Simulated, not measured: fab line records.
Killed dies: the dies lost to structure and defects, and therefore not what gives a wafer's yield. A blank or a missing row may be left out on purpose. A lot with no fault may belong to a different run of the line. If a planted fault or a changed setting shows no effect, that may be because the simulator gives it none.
Matching of chambers :: flow nand_harc :: 4 sister chambers for NHARC_P_BONDPAD_ETCH_12 on rie_diel-13
The step etches the open film in CHF3/O2, target depth 200 nm, time 100 s. 14 wafers are shown with their chamber, then 7 later ones without.

== WAFERS WITH THEIR CHAMBER ==
wafer: L764.1
chamber: 0
showerhead_plenum_p_Torr (Torr): 2.53
drypump_motor_current_A (A): 6.3
rf_vpp_V (V): 374.4

wafer: L764.2
chamber: 2
showerhead_plenum_p_Torr (Torr): 2.56
drypump_motor_current_A (A): 5.0
rf_vpp_V (V): 373.6

wafer: L764.5
chamber: 2
showerhead_plenum_p_Torr (Torr): 2.56
drypump_motor_current_A (A): 5.0
rf_vpp_V (V): 373.8

wafer: L766.1
chamber: 1
showerhead_plenum_p_Torr (Torr): 2.44
drypump_motor_current_A (A): 4.9
rf_vpp_V (V): 371.1

wafer: L766.2
chamber: 0
showerhead_plenum_p_Torr (Torr): 2.53
drypump_motor_current_A (A): 6.3
rf_vpp_V (V): 373.5

wafer: L766.4
chamber: 2
showerhead_plenum_p_Torr (Torr): 2.56
drypump_motor_current_A (A): 5.0
rf_vpp_V (V): 373.5

wafer: L778.1
chamber: 3
showerhead_plenum_p_Torr (Torr): 2.24
drypump_motor_current_A (A): 5.7
rf_vpp_V (V): 365.8

wafer: L778.3
chamber: 1
showerhead_plenum_p_Torr (Torr): 2.44
drypump_motor_current_A (A): 4.9
rf_vpp_V (V): 371.2

wafer: L778.6
chamber: 3
showerhead_plenum_p_Torr (Torr): 2.24
drypump_motor_current_A (A): 5.7
rf_vpp_V (V): 366.2

wafer: L779.1
chamber: 2
showerhead_plenum_p_Torr (Torr): 2.55
drypump_motor_current_A (A): 4.9
rf_vpp_V (V): 373.0

wafer: L779.2
chamber: 0
showerhead_plenum_p_Torr (Torr): 2.53
drypump_motor_current_A (A): 6.3
rf_vpp_V (V): 373.3

wafer: L779.3
chamber: 1
showerhead_plenum_p_Torr (Torr): 2.44
drypump_motor_current_A (A): 4.9
rf_vpp_V (V): 372.2

wafer: L780.3
chamber: 3
showerhead_plenum_p_Torr (Torr): 2.24
drypump_motor_current_A (A): 5.7
rf_vpp_V (V): 366.3

wafer: L780.4
chamber: 1
showerhead_plenum_p_Torr (Torr): 2.44
drypump_motor_current_A (A): 4.9
rf_vpp_V (V): 371.9

SIGNATURES, as means of the wafers listed above
reading: showerhead_plenum_p_Torr
chamber 0: 2.5300
chamber 1: 2.4400
chamber 2: 2.5575
chamber 3: 2.2400
scatter within a chamber: 0.00274

reading: drypump_motor_current_A
chamber 0: 6.300
chamber 1: 4.900
chamber 2: 4.975
chamber 3: 5.700
scatter within a chamber: 0.0274

reading: rf_vpp_V
chamber 0: 373.733
chamber 1: 371.600
chamber 2: 373.475
chamber 3: 366.100
scatter within a chamber: 0.451
Rule: a wafer lies at a distance from a chamber equal to the root of the sum of squares, over the readings, of (its reading less the chamber's mean, divided by the reading's scatter). The wafer belongs to the nearest chamber; if the next one is less than 2 further off, it can't be placed. The scatter: the root of (the sum of the squares of (reading less its chamber's mean) over the shown wafers, divided by (wafers less chambers)).

== WAFERS WITH NO CHAMBER GIVEN ==
wafer: L780.6
showerhead_plenum_p_Torr (Torr): 2.55
drypump_motor_current_A (A): 5.0
rf_vpp_V (V): 374.7

wafer: L781.2
showerhead_plenum_p_Torr (Torr): 2.55
drypump_motor_current_A (A): 4.9
rf_vpp_V (V): 374.8

wafer: L781.4
showerhead_plenum_p_Torr (Torr): 2.53
drypump_motor_current_A (A): 6.3
rf_vpp_V (V): 373.1

wafer: L781.5
showerhead_plenum_p_Torr (Torr): 2.24
drypump_motor_current_A (A): 5.7
rf_vpp_V (V): 366.9

wafer: L784.1
showerhead_plenum_p_Torr (Torr): 2.53
drypump_motor_current_A (A): 6.3
rf_vpp_V (V): 373.3

wafer: L784.3
showerhead_plenum_p_Torr (Torr): 2.44
drypump_motor_current_A (A): 4.9
rf_vpp_V (V): 370.9

wafer: L784.6
showerhead_plenum_p_Torr (Torr): 2.53
drypump_motor_current_A (A): 6.3
rf_vpp_V (V): 373.1

== CHAMBER TAKEN BY EACH ==
wafer: L780.6
from the rows above: 2
in truth: 2

wafer: L781.2
from the rows above: 2
in truth: 2

wafer: L781.4
from the rows above: 0
in truth: 0

wafer: L781.5
from the rows above: 3
in truth: 3

wafer: L784.1
from the rows above: 0
in truth: 0

wafer: L784.3
from the rows above: 1
in truth: 1

wafer: L784.6
from the rows above: 0
in truth: 0
Correctly placed: 7 of 7. Number that these rows cannot place: 0. Number placed wrongly: 0.
